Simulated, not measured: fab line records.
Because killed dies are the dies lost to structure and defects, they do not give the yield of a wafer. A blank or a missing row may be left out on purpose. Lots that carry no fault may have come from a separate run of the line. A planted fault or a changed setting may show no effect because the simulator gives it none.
A struck lot beside a sound one :: flow n5-finfet :: 36 steps out of a route of 1938
Sound: these wafers, L747.2, L747.3, L747.6. Struck: wafers L741.1, L741.3. (L741.5 of the same lot was not struck and is left out.) The cause comes at the end.
Per side, at each step with rows, come the tool, then ch with its chambers, and then its first start. Under that, the readings that differ: sound wafers :: struck wafers :: difference of the means :: sigmas: that difference in standard deviations of wafers without a fault.
alike: readings with means less than 2 such deviations apart, plus words and numbers identical on both sides. not compared: withheld readings, readings lacking a value on some wafer, bounds such as >300 that could conceal the same value, and numbers that have no deviation in the record and whose values overlap.
A row with sigmas, a row that says differs or no value, or rows on one side alone: a step with any of these is where the two part. Numbers that have no deviation but don't overlap get no sigmas and don't part them. A reading missing from all wafers of one side parts the sides only when that side holds two or more wafers.

first, 9 steps without rows for these wafers: N5_BEOL_M5_ANNEAL_89 (time 1800 s); N5_BEOL_M5_SPUTTER_90 (material Cu, target thk 4.5 nm, time 8.29 s); N5_BEOL_M5_ECD_50 (material Cu, target thk 300 nm); N5_BEOL_M5_ANNEAL_51 (time 90 s); N5_BEOL_M5_CMP_52 (polishes, stops on SiCOH lowk, t overpolish 6.9 s, target thk 62 nm); N5_BEOL_M5_PRE_CLEAN_77 (time 15 s); N5_BEOL_M5_CO_CAP_78 (material Co, precursor CCTBA/H2, target thk 2 nm, time 102.1 s); N5_BEOL_M5_PRE_CLEAN_55 (time 15 s); N5_BEOL_M5_DEP_56 (deposits SiCN from 3MS/NH3, target thk 8 nm, time 14 s).
N5_BEOL_M6_ILD_DEP_00: deposits SiCOH lowk from DEMS/porogen, target thk 179.75 nm, time 33.4 s.
  sound on pecvd-02 ch 1,2, day 13 13:48; struck on pecvd-04 ch 1,2, day 12 12:20
reading: model.SiCOH_lowk_of_BEOL_M6_ILD_DEP_00.thk-nm (nm)
sound: 177.8 178.4 182.4
struck: 216 212
difference: +34
sigmas: 
  alike: heater-power-w, showerhead-plenum-p-Torr, throttle-valve-pct
  not compared: since-wet-clean-h
then, 1 step without rows for these wafers: N5_BEOL_M6_CURE_74 (cures SiCOH lowk, time 240 s).
N5_BEOL_M6_THK_MEAS_01:
  sound on film-metro-02, day 13 14:22; struck on film-metro-02, day 12 12:55
reading: M6_ILD_THK (nm)
sound: 153.3 153.7 157.5
struck: 186.7 183.4
difference: +30.2
sigmas: +11
then, 23 steps without rows for these wafers: N5_BEOL_M6_PECVD_70 (deposits SiO2 from TEOS/O2, target thk 20 nm, time 22.7 s); N5_BEOL_M6_HM_DEP_02 (deposits TiN, target thk 20 nm); N5_BEOL_M6_COAT_59 (time 60 s, resist thk 100 nm); N5_BEOL_M6_COAT_60 (time 60 s, resist thk 35 nm); N5_BEOL_M6_COAT_05 (resist thk 90 nm); N5_BEOL_M6_EBR_07; N5_BEOL_M6_SOFTBAKE_06 (time 60 s); N5_BEOL_M6_EXPOSE_08 (exposes mask M6); N5_BEOL_M6_PEB_09 (peb time 60 s); N5_BEOL_M6_DEVELOP_10 (develop time 30 s); N5_BEOL_M6_DESCUM_16 (chemistry O2, time 7.9 s); N5_BEOL_M6_ETCH_61 (etches SiARC in CF4, target depth 45.5 nm, time 75.8 s); N5_BEOL_M6_ETCH_62 (etches SOC in N2/H2, target depth 110 nm, overetch 22 nm, time 165 s); N5_BEOL_M6_STRIP_68 (strips in N2/H2); N5_BEOL_M6_STRIP_67 (strips in CF4); N5_BEOL_M6_HM_OPEN_17 (chemistry Cl2/BCl3, target TiN, target depth 20 nm, overetch 6 nm); N5_BEOL_M6_STRIP_19 (strips in O2); N5_BEOL_M6_COAT_63 (time 60 s, resist thk 60 nm); N5_BEOL_M6_COAT_64 (time 60 s, resist thk 12 nm); N5_BEOL_M6_COAT_71 (time 60 s, resist thk 5 nm); N5_BEOL_M6_COAT_22 (resist thk 30 nm); N5_BEOL_M6_EBR_24; N5_BEOL_M6_SOFTBAKE_23 (time 60 s).
N5_BEOL_M6_CMP_52: polishes, stops on SiCOH lowk, t overpolish 6.9 s, target thk 80 nm.
  sound on cmp-01 ch 0,1,3, day 13 19:28; struck on cmp-01 ch 1,3, day 12 19:47
reading: model.SiCOH_lowk_of_BEOL_M6_ILD_DEP_00.thk-nm (nm)
sound: 150.2 150.8 154.4
struck: 183.6 180.2
difference: +30.1
sigmas: 
  alike: motor-current-A

WHERE THEY PART
Only at N5_BEOL_M6_THK_MEAS_01, as far as this record shows. Later steps at which nothing parts them and some readings are alike: N5_BEOL_M6_CMP_52.

WHY: what had been put in by the simulator
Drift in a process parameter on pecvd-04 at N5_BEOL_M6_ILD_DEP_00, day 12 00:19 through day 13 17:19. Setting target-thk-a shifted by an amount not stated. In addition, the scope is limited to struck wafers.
